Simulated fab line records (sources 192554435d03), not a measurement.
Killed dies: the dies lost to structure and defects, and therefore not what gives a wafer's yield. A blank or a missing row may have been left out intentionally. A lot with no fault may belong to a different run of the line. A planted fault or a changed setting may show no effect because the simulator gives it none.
Split-lot study	flow n5 finfet	route with 1938 steps; 7 lots, 21 wafers read

## ABOUT THE SPLIT
At N5_MOL_CONTACT_COAG_EXPOSE_05 (exposes mask CA, defocus 0 nm), the setting dose mj was moved away from the recipe's 38.25 on 5 of the 21 wafers read, by -2.4% to +7.5%. All remaining wafers had this setting at the recipe value.

## FROM THE SPLIT TO THE READING: what the file shows between them, 14 steps
- N5_MOL_CONTACT_COAG_PEB_06: peb time 60 s
- N5_MOL_CONTACT_COAG_DEVELOP_07: develop time 30 s
- N5_MOL_CONTACT_COAG_CD_MEAS_08: target cd 28 nm
- N5_MOL_CONTACT_COAG_DESCUM_13: chemistry O2, time 7 s
- N5_MOL_CONTACT_COAG_ETCH_59: etches underlayer in N2/H2, target depth 13 nm, time 10.4 s
- N5_MOL_CONTACT_COAG_ETCH_105: etches SiARC in CF4, target depth 15.6 nm, time 26 s (also split here: bias w)
- N5_MOL_CONTACT_COAG_ETCH_106: etches SOC in N2/H2, target depth 80 nm, overetch 16 nm, time 120 s
- N5_MOL_CONTACT_COAG_STRIP_107: strips in N2/H2
- N5_MOL_CONTACT_COAG_STRIP_108: strips in N2/H2
- N5_MOL_CONTACT_COAG_CONTACT_ETCH_14: etches SiO2 in C4F6/O2, target depth 27.5 nm, overetch 8.5 nm, time 20 s
- N5_MOL_CONTACT_COAG_STRIP_109: strips in C4F6/O2
- N5_MOL_CONTACT_COAG_ETCH_15: etches SiNx in CH3F/O2, stops on Si:P, target depth 7 nm
- N5_MOL_CONTACT_COAG_ETCH_110: etches Si in CF4/O2, target depth 2.5 nm, time 8 s (also split here: source w)
- N5_MOL_CONTACT_COAG_STRIP_98: strips in N2/H2

## THE READING
cd nm, in nm, at N5_MOL_CONTACT_COAG_CD_MEAS_99 (target cd 17.2 nm). Fault-free wafers of this fab line usually give 17.1 nm, standard deviation 0.31 nm.

wafer	tool, chamber at the split	dose mj as run	against the recipe	cd nm, nm	against lot-mates on the recipe
L075.2	euv scanner-01, 0	40.33	+5.4%	18.3	+1.5
L075.3	euv scanner-01, 0	38.25	recipe	16.8	-
L075.6	euv scanner-01, 0	40.33	+5.4%	19.0	+2.2
L077.1	euv scanner-01, 0	38.25	recipe	16.9	-
L077.2	euv scanner-01, 0	38.25	recipe	16.9	-
L077.5	euv scanner-01, 0	38.25	recipe	17.4	-
L078.4	euv scanner-02, 0	38.25	recipe	17.0	-
L078.5	euv scanner-02, 0	41.1	+7.5%	18.5	+1.6
L078.6	euv scanner-02, 0	38.25	recipe	16.9	-
L081.1	euv scanner-01, 0	38.25	recipe	17.7	-
L081.3	euv scanner-01, 0	38.25	recipe	17.0	-
L081.5	euv scanner-01, 0	38.25	recipe	17.6	-
L082.1	euv scanner-02, 0	39.77	+4.0%	17.9	+0.9
L082.2	euv scanner-02, 0	38.25	recipe	17.2	-
L082.5	euv scanner-02, 0	38.25	recipe	16.8	-
L090.2	euv scanner-01, 0	38.25	recipe	17.1	-
L090.4	euv scanner-01, 0	38.25	recipe	17.1	-
L090.6	euv scanner-01, 0	38.25	recipe	17.4	-
L093.4	euv scanner-01, 0	38.25	recipe	17.3	-
L093.5	euv scanner-01, 0	37.32	-2.4%	17.1	-0.1
L093.6	euv scanner-01, 0	38.25	recipe	17.2	-

THE FIT
A straight line over all 21 wafers: cd nm changes by +0.211 nm for each +1% of dose mj; r = +0.86; the points scatter about the line by 0.31 nm.
The same after taking each lot's own level away (the mean of its wafers on the recipe; 21 wafers): +0.255 nm for each +1%; r = +0.91; scatter 0.29 nm.
On that fit, the largest move of dose mj shifts the reading by 1.9 nm.
The span of the lots' own levels, 16.80 to 17.43 nm, comes to 2.0 times the standard deviation stated above.
So the slope is not independent of the lot-to-lot level: the two fits are not the same.
Check: for one of the wafers moved furthest among these (+7.5%), held out of the fit, the line's prediction against its lot-mates is +2.21 nm. It came out at +1.55 nm against them.

## FURTHER SPLITS ON THESE WAFERS
These wafers also went through other splits before the reading. Each is held against what the fit with the lots' levels taken away leaves over:
other split on the same wafers	wafers away from the commonest value	r with cd nm (lot level and that fit taken away)
N5_SDB_ETCH_18 time s	6	-0.37
N5_HKMG_FIN_COAT_30 spin rpm	7	+0.26
N5_HKMG_FIN_EXPOSE_09 dose mj	4	-0.29
N5_MOL_CONTACT_COAG_ETCH_105 bias w	4	+0.33
N5_MOL_CONTACT_COAG_ETCH_110 source w	7	+0.56

## THE WHOLE CHAIN: every reading that the file lists as answering this split, in the file's order
step	what it does	reading	change (the file's fit)	r (the file's)
N5_MOL_CONTACT_COAG_CD_MEAS_08	target cd 28 nm	cd nm	+0.203 nm for each +1% of the setting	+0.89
N5_MOL_CONTACT_COAG_ETCH_59	etches underlayer in N2/H2, target depth 13 nm, time 10.4 s	MOL_CONTACT_COAG.cd offset nm (the simulator's own value, which no gauge read)	+0.207 nm for each +1% of the setting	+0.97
N5_MOL_CONTACT_COAG_ETCH_106	etches SOC in N2/H2, target depth 80 nm, overetch 16 nm, time 120 s	MOL_CONTACT_COAG.cd offset nm (the simulator's own value, which no gauge read)	+0.187 nm for each +1% of the setting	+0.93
N5_MOL_CONTACT_COAG_ETCH_15	etches SiNx in CH3F/O2, stops on Si:P, target depth 7 nm	MOL_CONTACT_COAG.cd offset nm (the simulator's own value, which no gauge read)	+0.196 nm for each +1% of the setting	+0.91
N5_MOL_CONTACT_COAG_CD_MEAS_99	target cd 17.2 nm	cd nm	+0.242 nm for each +1% of the setting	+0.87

## THE FILE'S OWN FIT
cd nm changes by +0.242 nm for each +1% of dose mj, r = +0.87.
